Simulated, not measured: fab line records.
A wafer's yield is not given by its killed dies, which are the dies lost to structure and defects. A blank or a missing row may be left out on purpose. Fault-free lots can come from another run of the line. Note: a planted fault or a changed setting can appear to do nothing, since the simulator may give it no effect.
Lot-split experiment || flow n5-finfet || 7 lots, 21 wafers read, on a route of 1938 steps

## THE SPLIT
At N5_BEOL_M11_COAT_05 (resist thk 90 nm), the setting spin-rpm was moved away from the recipe's 1500 rpm on 9 of the 21 wafers read, by -10.7% to +6.6%. All remaining wafers had this setting at the recipe value.

## THE PATH FROM SPLIT TO READING: the file shows 1 step between them
- N5_BEOL_M11_DESCUM_16: chemistry O2, time 7.9 s (also split here: time-s)

## THE READING
CAR-ArF_of_BEOL_M11_COAT_05.thk-nm (the simulator's own value, which no gauge read), in nm, at N5_BEOL_M11_ETCH_61 (etches SiARC in CF4, target depth 39 nm, time 65 s). The file does not state a usual value for it. The 12 wafers here that ran the recipe average 55.6 nm, standard deviation 0.5 nm.

{"wafer": "L074.1", "tool, chamber at the split": "litho-track-03, 0", "spin-rpm as run, rpm": 1432, "against the recipe": "-4.5%", "CAR-ArF_of_BEOL_M11_COAT_05.thk-nm, nm": 58.6, "against lot-mates on the recipe": "+2.5"}
{"wafer": "L074.5", "tool, chamber at the split": "litho-track-03, 0", "spin-rpm as run, rpm": 1500, "against the recipe": "recipe", "CAR-ArF_of_BEOL_M11_COAT_05.thk-nm, nm": 56.6, "against lot-mates on the recipe": "-"}
{"wafer": "L074.6", "tool, chamber at the split": "litho-track-03, 0", "spin-rpm as run, rpm": 1500, "against the recipe": "recipe", "CAR-ArF_of_BEOL_M11_COAT_05.thk-nm, nm": 55.6, "against lot-mates on the recipe": "-"}
{"wafer": "L075.1", "tool, chamber at the split": "litho-track-03, 0", "spin-rpm as run, rpm": 1500, "against the recipe": "recipe", "CAR-ArF_of_BEOL_M11_COAT_05.thk-nm, nm": 55.8, "against lot-mates on the recipe": "-"}
{"wafer": "L075.4", "tool, chamber at the split": "litho-track-03, 0", "spin-rpm as run, rpm": 1500, "against the recipe": "recipe", "CAR-ArF_of_BEOL_M11_COAT_05.thk-nm, nm": 55.6, "against lot-mates on the recipe": "-"}
{"wafer": "L075.5", "tool, chamber at the split": "litho-track-03, 0", "spin-rpm as run, rpm": 1500, "against the recipe": "recipe", "CAR-ArF_of_BEOL_M11_COAT_05.thk-nm, nm": 56, "against lot-mates on the recipe": "-"}
{"wafer": "L080.3", "tool, chamber at the split": "litho-track-01, 0", "spin-rpm as run, rpm": 1500, "against the recipe": "recipe", "CAR-ArF_of_BEOL_M11_COAT_05.thk-nm, nm": 56.2, "against lot-mates on the recipe": "-"}
{"wafer": "L080.4", "tool, chamber at the split": "litho-track-01, 0", "spin-rpm as run, rpm": 1500, "against the recipe": "recipe", "CAR-ArF_of_BEOL_M11_COAT_05.thk-nm, nm": 56, "against lot-mates on the recipe": "-"}
{"wafer": "L080.6", "tool, chamber at the split": "litho-track-01, 0", "spin-rpm as run, rpm": 1500, "against the recipe": "recipe", "CAR-ArF_of_BEOL_M11_COAT_05.thk-nm, nm": 55.4, "against lot-mates on the recipe": "-"}
{"wafer": "L085.2", "tool, chamber at the split": "litho-track-03, 0", "spin-rpm as run, rpm": 1356, "against the recipe": "-9.6%", "CAR-ArF_of_BEOL_M11_COAT_05.thk-nm, nm": 60.2, "against lot-mates on the recipe": "no lot-mate on the recipe"}
{"wafer": "L085.6", "tool, chamber at the split": "litho-track-03, 0", "spin-rpm as run, rpm": 1356, "against the recipe": "-9.6%", "CAR-ArF_of_BEOL_M11_COAT_05.thk-nm, nm": 60.2, "against lot-mates on the recipe": "no lot-mate on the recipe"}
{"wafer": "L085.3", "tool, chamber at the split": "litho-track-03, 0", "spin-rpm as run, rpm": 1356, "against the recipe": "-9.6%", "CAR-ArF_of_BEOL_M11_COAT_05.thk-nm, nm": 59.4, "against lot-mates on the recipe": "no lot-mate on the recipe"}
{"wafer": "L086.1", "tool, chamber at the split": "litho-track-03, 0", "spin-rpm as run, rpm": 1500, "against the recipe": "recipe", "CAR-ArF_of_BEOL_M11_COAT_05.thk-nm, nm": 55.4, "against lot-mates on the recipe": "-"}
{"wafer": "L086.2", "tool, chamber at the split": "litho-track-03, 0", "spin-rpm as run, rpm": 1599, "against the recipe": "+6.6%", "CAR-ArF_of_BEOL_M11_COAT_05.thk-nm, nm": 52.6, "against lot-mates on the recipe": -2.8}
{"wafer": "L086.4", "tool, chamber at the split": "litho-track-03, 0", "spin-rpm as run, rpm": 1599, "against the recipe": "+6.6%", "CAR-ArF_of_BEOL_M11_COAT_05.thk-nm, nm": 51.8, "against lot-mates on the recipe": -3.6}
{"wafer": "L088.2", "tool, chamber at the split": "litho-track-03, 0", "spin-rpm as run, rpm": 1500, "against the recipe": "recipe", "CAR-ArF_of_BEOL_M11_COAT_05.thk-nm, nm": 54.6, "against lot-mates on the recipe": "-"}
{"wafer": "L088.4", "tool, chamber at the split": "litho-track-03, 0", "spin-rpm as run, rpm": 1340, "against the recipe": "-10.7%", "CAR-ArF_of_BEOL_M11_COAT_05.thk-nm, nm": 59.8, "against lot-mates on the recipe": "+4.8"}
{"wafer": "L088.5", "tool, chamber at the split": "litho-track-03, 0", "spin-rpm as run, rpm": 1500, "against the recipe": "recipe", "CAR-ArF_of_BEOL_M11_COAT_05.thk-nm, nm": 55.4, "against lot-mates on the recipe": "-"}
{"wafer": "L092.3", "tool, chamber at the split": "litho-track-03, 0", "spin-rpm as run, rpm": 1455, "against the recipe": "-3.0%", "CAR-ArF_of_BEOL_M11_COAT_05.thk-nm, nm": 57.2, "against lot-mates on the recipe": "+2.0"}
{"wafer": "L092.4", "tool, chamber at the split": "litho-track-03, 0", "spin-rpm as run, rpm": 1455, "against the recipe": "-3.0%", "CAR-ArF_of_BEOL_M11_COAT_05.thk-nm, nm": 57, "against lot-mates on the recipe": "+1.8"}
{"wafer": "L092.6", "tool, chamber at the split": "litho-track-03, 0", "spin-rpm as run, rpm": 1500, "against the recipe": "recipe", "CAR-ArF_of_BEOL_M11_COAT_05.thk-nm, nm": 55.2, "against lot-mates on the recipe": "-"}

FIT RESULTS
A straight line over all 21 wafers: CAR-ArF_of_BEOL_M11_COAT_05.thk-nm changes by -0.459 nm for each +1% of spin-rpm; r = -0.97; the points scatter about the line by 0.53 nm.
The same after taking each lot's own level away (the mean of its wafers on the recipe; 18 wafers): -0.484 nm for each +1%; r = -0.98; scatter 0.37 nm.
According to that fit, moving spin-rpm by its largest amount changes the reading by 5.2 nm.
Across the lots, their own levels run from 55.00 to 56.10 nm, a range of 2.2 times the standard deviation given above.
Consequently the slope shifts little with the lot-to-lot level, the two slopes agreeing.
Check: +5.61 nm against its lot-mates is what the line predicts for one of the wafers moved furthest among these (-10.7%) when that wafer is left out of the fit. It came out at +4.8 nm against them.

## FURTHER SPLITS ON THESE WAFERS
Note: prior to the reading, these wafers also went through further splits. Each is held against what the fit with the lots' levels taken away leaves over:
{"other split on the same wafers": "N5_BEOL_M9_EXPOSE_25 dose-mj", "wafers away from the commonest value": 8, "r with CAR-ArF_of_BEOL_M11_COAT_05.thk-nm (lot level and that fit taken away)": -0.38}
{"other split on the same wafers": "N5_BEOL_M9_ETCH_66 time-s", "wafers away from the commonest value": 9, "r with CAR-ArF_of_BEOL_M11_COAT_05.thk-nm (lot level and that fit taken away)": -0.20}
{"other split on the same wafers": "N5_BEOL_M10_COAT_60 spin-rpm", "wafers away from the commonest value": 3, "r with CAR-ArF_of_BEOL_M11_COAT_05.thk-nm (lot level and that fit taken away)": -0.26}
{"other split on the same wafers": "N5_BEOL_M11_DESCUM_16 time-s", "wafers away from the commonest value": 9, "r with CAR-ArF_of_BEOL_M11_COAT_05.thk-nm (lot level and that fit taken away)": -0.62}

## THE WHOLE CHAIN: every reading that the file lists as answering this split, in the file's order
{"step": "N5_BEOL_M11_COAT_05", "what it does": "resist thk 90 nm", "reading": "CAR-ArF_of_BEOL_M11_COAT_05.thk-nm (the simulator's own value, which no gauge read)", "change (the file's fit)": "-0.471 nm for each +1% of the setting", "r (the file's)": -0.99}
{"step": "N5_BEOL_M11_DESCUM_16", "what it does": "chemistry O2, time 7.9 s", "reading": "CAR-ArF_of_BEOL_M11_COAT_05.thk-nm (the simulator's own value, which no gauge read)", "change (the file's fit)": "-0.49 nm for each +1% of the setting", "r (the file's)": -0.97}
{"step": "N5_BEOL_M11_ETCH_61", "what it does": "etches SiARC in CF4, target depth 39 nm, time 65 s", "reading": "CAR-ArF_of_BEOL_M11_COAT_05.thk-nm (the simulator's own value, which no gauge read)", "change (the file's fit)": "-0.478 nm for each +1% of the setting", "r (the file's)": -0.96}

## FILE'S OWN FIT
CAR-ArF_of_BEOL_M11_COAT_05.thk-nm changes by -0.478 nm for each +1% of spin-rpm, r = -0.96.
